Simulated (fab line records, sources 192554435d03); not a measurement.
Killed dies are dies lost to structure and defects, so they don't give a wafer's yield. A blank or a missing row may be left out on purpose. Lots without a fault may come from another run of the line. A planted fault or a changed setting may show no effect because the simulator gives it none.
fab line records | flow n5_finfet
record lots=10 wafers=30 last_day=20
route steps=1938 shown BEOL_M4@1062
lots that met no fault: from a run of the same line without faults
start_h: hours from the record's first day to the start of the lot's first wafer shown | wait_h: hours since the lot's step before | " the same as in the row above | L1.1+2: a row that stands for several wafers | - no value, or no start given | * or withheld: withheld | < > ~ a bound
route shown NAME@n: a module of which the file shows steps, and the number in the route of the first | usual: mean/standard deviation of fault-free wafers | same: alike in all rows | chamber/n: place in a boat | sites: the reading at each site | _std_site: their standard deviation | _edge_site: outer sites' mean less inner sites' | radius_mm: how far each site lies from the wafer's centre | mask NAME#n: copy n | behind: the tool/chamber that last shaped the wafer | hold: why the lot was held/for how many hours/how that ended | device: the transistor (n, p or np) that didn't switch | end of line: the same wafers' tests at the end of the route | a step without rows: its recipe alone | killed: dies lost to structure and defects at the first sort, not the wafer's yield | map: a wafer's dies, x killed, . not, _ none there
set.NAME: the setting as run; set.NAME@STEP: as run at that earlier step | model.NAME: the simulator's own value behind a step, which no gauge read
steps of the route over a sample of lots; a table a step, a row a wafer
services: from which hour (start_h, from the record's first day; less than 0 if before it) a tool's chamber was out of use, for how many hours, and why
## steps
# step N5_BEOL_M4_ALD_98
# recipe material=SiO2 target_thk_a=25 temp_c=100 ald_precursor_family=BDEAS ald_co_reactant=O2-plasma pulse_time_s=1 co_reactant_pulse_time_s=1 purge_time_s=2 co_reactant_purge_time_s=2 ald_cycles=17 pressure_torr=2
# usual heater_power_w=79/9.2 precursor_pulse_height_rel=0.998/0.02
# columns lot.wafer tool chamber start_h wait_h heater_power_w precursor_pulse_height_rel
L904.2 ald_sin-02 0 169.07 0.1 75 1.032
L904.5 " 1 " " 77 0.973
L904.6 " 0 " " 74 1.026
L905.2 ald_sin-01 3 213.81 0.1 69 0.988
L905.3 " 1 " " 76 1.003
L905.4 " 2 " " 86 1.004
L907.1 ald_sin-01 1 230.24 0.1 78 0.984
L907.2 " 3 " " 71 0.992
L907.5 " 0 " " 87 0.991
L909.3 ald_sin-03 0 237.10 0.2 75 0.989
L909.5 " 3 " " 65 1.045
L909.6 " 2 " " 100 1.012
L912.1 ald_sin-03 2 241.11 0.1 98 1.003
L912.3 " 0 " " 76 0.974
L912.4 " 3 " " 66 0.989
L915.2 ald_sin-01 2 281.37 0.2 88 0.991
L915.3 " 3 " " 71 1.012
L915.6 " 1 " " 76 0.981
L926.1 ald_sin-02 3 351.80 0.1 75 1.009
L926.2 " 0 " " 73 0.998
L926.3 " 2 " " 69 0.998
L925.1 ald_sin-03 3 352.33 0.1 66 1.031
L925.2 " 1 " " 79 0.977
L925.4 " 0 " " 76 0.988
L924.1 ald_sin-01 0 355.37 0.3 89 0.977
L924.4 " 2 " " 88 1.023
L924.5 " 1 " " 79 1.011
L927.4 ald_sin-01 2 356.88 0.5 88 0.993
L927.5 " 2 " " 89 0.986
L927.6 " 1 " " 77 0.984
# step N5_BEOL_M4_CVD_47
# recipe material=Co target_thk_a=30 temp_c=withheld precursor=CCTBA/H2 pressure_torr=30 time_s=223.8
# usual run_length_s=246.7/0.45
# columns lot.wafer tool chamber start_h wait_h run_length_s
L904.2 cvd_co-02 2 180.42 0.3 247.2
L904.5 " 1 " " 246.2
L904.6 " 0 " " 246.5
L905.2 cvd_co-02 0 222.86 0.1 246.8
L905.3 " 1 " " 246.6
L905.4 " 2 " " 247.3
L907.1 cvd_co-01 2 232.15 0.0 246.7
L907.2 " 1 " " 247.4
L907.5 " 0 " " 246.4
L909.3 cvd_co-02 2 248.07 0.1 246.8
L909.5 " 1 " " 246.3
L909.6 " 2 " " 247.2
L912.1 cvd_co-02 1 254.08 0.0 247.2
L912.3 " 2 " " 246.8
L912.4 " 0 " " 246.4
L915.2 cvd_co-02 1 284.45 0.2 246.8
L915.3 " 0 " " 246.2
L915.6 " 0 " " 414.2
L926.1 cvd_co-01 0 354.84 0.0 246.9
L926.2 " 1 " " 246.7
L926.3 " 2 " " 247.1
L925.1 cvd_co-02 0 358.31 0.1 246.2
L925.2 " 1 " " 246.2
L925.4 " 1 " " 246.6
L924.1 cvd_co-02 2 361.43 0.0 247.2
L924.4 " 2 " " 246.9
L924.5 " 0 " " 246.7
L927.4 cvd_co-01 0 364.44 0.2 246.0
L927.5 " 1 " " 246.2
L927.6 " 2 " " 246.6
# step N5_BEOL_M4_ANNEAL_80
# recipe temp_c=400 time_s=240 ambient=vacuum
# usual heater_power_w=883/85
# same time_s=240
# columns lot.wafer tool chamber start_h wait_h heater_power_w
L904.2 pvd_sputter-03 - 180.91 0.0 837
L904.5 " - " " 782
L904.6 " - " " 733
L905.2 pvd_sputter-02 - 223.39 0.0 958
L905.3 " - " " 796
L905.4 " - " " 929
L907.1 pvd_sputter-02 - 232.61 0.0 952
L907.2 " - " " 811
L907.5 " - " " 936
L909.3 pvd_sputter-01 - 248.54 0.0 853
L909.5 " - " " 874
L909.6 " - " " 1028
L912.1 pvd_sputter-03 - 254.61 0.0 721
L912.3 " - " " 774
L912.4 " - " " 708
L915.2 pvd_sputter-01 - 284.93 0.0 875
L915.3 " - " " 903
L915.6 " - " " 879
L926.1 pvd_sputter-02 - 355.30 0.0 801
L926.2 " - " " 902
L926.3 " - " " 922
L925.1 pvd_sputter-02 - 358.96 0.0 927
L925.2 " - " " 943
L925.4 " - " " 878
L924.1 pvd_sputter-01 - 361.96 0.0 858
L924.4 " - " " 868
L924.5 " - " " 904
L927.4 pvd_sputter-02 - 364.84 0.0 926
L927.5 " - " " 805
L927.6 " - " " 922
# step N5_BEOL_M4_SPUTTER_81
# recipe material=Cu target_thk_a=45 temp_c=-20 chamber_pressure_pa=0.07 power_w=withheld time_s=8.29
# usual chuck_sensor_temp_C=-15.8/0.5 throttle_valve_pct=29.8/1.1
# same time_s=8.29
# columns lot.wafer tool chamber start_h wait_h chuck_sensor_temp_C throttle_valve_pct
L904.2 pvd_sputter-03 - 181.05 0.1 -15.9 29.2
L904.5 " - " " -16.3 27.9
L904.6 " - " " -16.0 30.6
L905.2 pvd_sputter-02 - 223.53 0.1 -15.9 30.1
L905.3 " - " " -15.9 31.3
L905.4 " - " " -15.4 30.3
L907.1 pvd_sputter-02 - 232.75 0.1 -15.7 29.6
L907.2 " - " " -16.0 31.0
L907.5 " - " " -16.0 30.0
L909.3 pvd_sputter-01 - 248.68 0.1 -15.9 28.3
L909.5 " - " " -15.8 29.9
L909.6 " - " " -15.8 31.2
L912.1 pvd_sputter-03 - 254.75 0.1 -16.4 29.4
L912.3 " - " " -16.4 27.8
L912.4 " - " " -16.0 30.7
L915.2 pvd_sputter-01 - 285.07 0.1 -14.9 28.9
L915.3 " - " " -15.6 29.9
L915.6 " - " " -15.9 29.9
L926.1 pvd_sputter-02 - 355.44 0.1 -15.9 31.4
L926.2 " - " " -16.9 28.8
L926.3 " - " " -15.8 29.9
L925.1 pvd_sputter-02 - 359.10 0.1 -15.6 30.1
L925.2 " - " " -15.8 29.9
L925.4 " - " " -16.9 28.8
L924.1 pvd_sputter-01 - 362.10 0.1 -16.2 28.6
L924.4 " - " " -15.7 29.8
L924.5 " - " " -14.8 29.0
L927.4 pvd_sputter-02 - 364.98 0.1 -15.5 30.4
L927.5 " - " " -16.0 31.2
L927.6 " - " " -15.6 30.3
# step N5_BEOL_M4_RC_MEAS_101
# usual DIBL_N=36.5/1.2 DIBL_P=36.5/1.6 IOFF_N=0.162/0.023 IOFF_P=0.221/0.03 ION_N=678/8 ION_P=466/6.3 SS_N=71.6/0.46 SS_P=73.3/0.57 VT_N=249.2/2.6 VT_P=-249/3.3
# columns lot.wafer tool chamber start_h wait_h DIBL_N[mV/V] DIBL_P[mV/V] IOFF_N[nA/um] IOFF_P[nA/um] ION_N[uA/um] ION_P[uA/um] SS_N[mV/dec] SS_P[mV/dec] VT_N[mV] VT_P[mV]
L904.2 prober-02 0 183.81 0.3 38.6 36.2 0.178 0.225 683 463 71.8 73.7 247.0 -252
L904.5 " 0 " " 36.6 34.8 0.144 0.207 665 460 71.2 73.2 249.8 -250
L904.6 " 0 " " 37.1 34.5 0.149 0.197 679 463 72.2 72.9 249.5 -252
L905.2 prober-02 0 227.78 0.2 36.0 36.5 0.144 0.206 675 469 71.5 73.3 252.9 -250
L905.3 " 0 " " 37.7 39.4 0.172 0.268 675 476 71.9 73.8 246.7 -247
L905.4 " 0 " " 38.3 39.4 0.186 0.272 688 475 71.6 73.1 248.1 -244
L907.1 prober-02 0 235.17 0.0 34.9 33.9 0.131 0.212 674 468 71.7 72.4 250.3 -247
L907.2 " 0 " " 35.4 32.9 0.129 0.198 664 456 71.5 72.3 253.1 -251
L907.5 " 0 " " 36.6 34.1 0.145 0.216 668 469 72.1 72.4 250.4 -247
L909.3 prober-02 0 251.41 0.3 36.1 37.8 0.161 0.257 681 471 72.2 74.1 250.2 -245
L909.5 " 0 " " 36.5 37.9 0.169 0.252 686 475 72.2 73.7 248.9 -245
L909.6 " 0 " " 35.3 36.7 0.151 0.234 677 470 72.2 73.3 248.3 -245
L912.1 prober-02 0 257.33 0.0 35.8 36.0 0.152 0.205 680 465 71.8 73.0 252.3 -252
L912.3 " 0 " " 35.8 36.5 0.151 0.210 669 458 71.4 73.1 249.7 -250
L912.4 " 0 " " 35.5 35.2 0.148 0.194 682 464 71.0 73.2 250.3 -252
L915.2 prober-02 0 287.76 0.2 35.7 35.1 0.158 0.179 681 454 71.3 73.0 252.5 -254
L915.3 " 0 " " 36.7 35.9 0.175 0.192 680 455 71.9 73.6 246.2 -254
L915.6 " 0 " " 36.8 36.9 0.188 0.210 689 463 72.1 73.7 249.9 -250
L926.1 prober-02 0 357.87 0.0 36.5 36.1 0.189 0.268 692 478 71.5 73.4 246.6 -241
L926.2 " 0 " " 34.9 33.7 0.157 0.225 680 474 71.4 72.5 248.0 -245
L926.3 " 0 " " 34.3 34.0 0.154 0.230 686 477 71.4 72.6 248.0 -246
L925.1 prober-02 0 361.53 0.0 37.5 37.2 0.169 0.210 675 462 72.1 73.1 250.7 -251
L925.2 " 0 " " 37.1 36.5 0.147 0.203 669 462 72.0 72.9 251.4 -249
L925.4 " 0 " " 35.6 34.3 0.125 0.176 668 459 70.9 73.2 253.9 -252
L924.1 prober-01 0 364.54 0.0 38.0 36.7 0.167 0.214 674 462 72.0 74.3 246.7 -249
L924.4 " 0 " " 37.1 35.6 0.155 0.203 677 465 71.5 72.9 248.8 -250
L924.5 " 0 " " 36.0 34.9 0.138 0.189 672 464 71.7 73.1 250.6 -249
L927.4 prober-02 0 367.87 0.5 38.1 38.1 0.181 0.251 678 468 72.3 74.5 248.3 -249
L927.5 " 0 " " 37.7 36.9 0.170 0.233 691 469 72.2 74.4 249.1 -247
L927.6 " 0 " " 39.2 38.9 0.206 0.258 690 463 72.1 73.9 245.9 -249
## services
# columns tool chamber start_h hours kind
ald_sin-01 - 153.33 2.8 pm
ald_sin-02 - 165.33 2.0 repair
ald_sin-02 - 176.75 14.0 pm
pvd_sputter-03 - 188.94 5.9 repair
ald_sin-01 2 189.24 4.2 repair
ald_sin-03 2 192.27 10.3 repair
cvd_co-01 - 195.89 6.0 pm
ald_sin-03 0 200.89 22.9 repair
cvd_co-02 - 201.89 2.8 pm
pvd_sputter-02 - 202.44 2.8 repair
pvd_sputter-03 - 211.08 3.7 repair
ald_sin-03 2 222.71 13.7 repair
cvd_co-02 2 223.43 4.4 repair
ald_sin-02 0 238.51 2.6 repair
ald_sin-03 - 238.71 0.5 repair
cvd_co-01 - 266.85 28.1 pm
ald_sin-03 - 277.58 0.6 repair
ald_sin-02 2 281.14 17.2 repair
ald_sin-01 2 294.15 11.1 repair
ald_sin-01 3 330.62 4.3 repair
cvd_co-02 1 333.33 - clean
cvd_co-02 - 340.26 0.7 repair
ald_sin-03 0 345.85 2.2 repair
ald_sin-03 - 356.34 2.8 pm
## key
first_sign step=N5_BEOL_M4_CVD_47 reading=run_length_s direction=up sigmas=99+ usual=* struck=*
effect none on later readings
met_at N5_BEOL_M4_CVD_47
struck_lots L915
struck_wafers L915.6
not_acting_at N5_BEOL_M4_ALD_98,N5_BEOL_M4_ANNEAL_80,N5_BEOL_M4_SPUTTER_81
onset_between 254.08 284.45
fault kind=process_parameter_drift tool=cvd_co-02 chamber=- onset_h=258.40 steps=N5_BEOL_M4_CVD_47 channel=time_s offset=* shape=step end_h=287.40 scope=struck_wafers_only acts_in=* stated=*
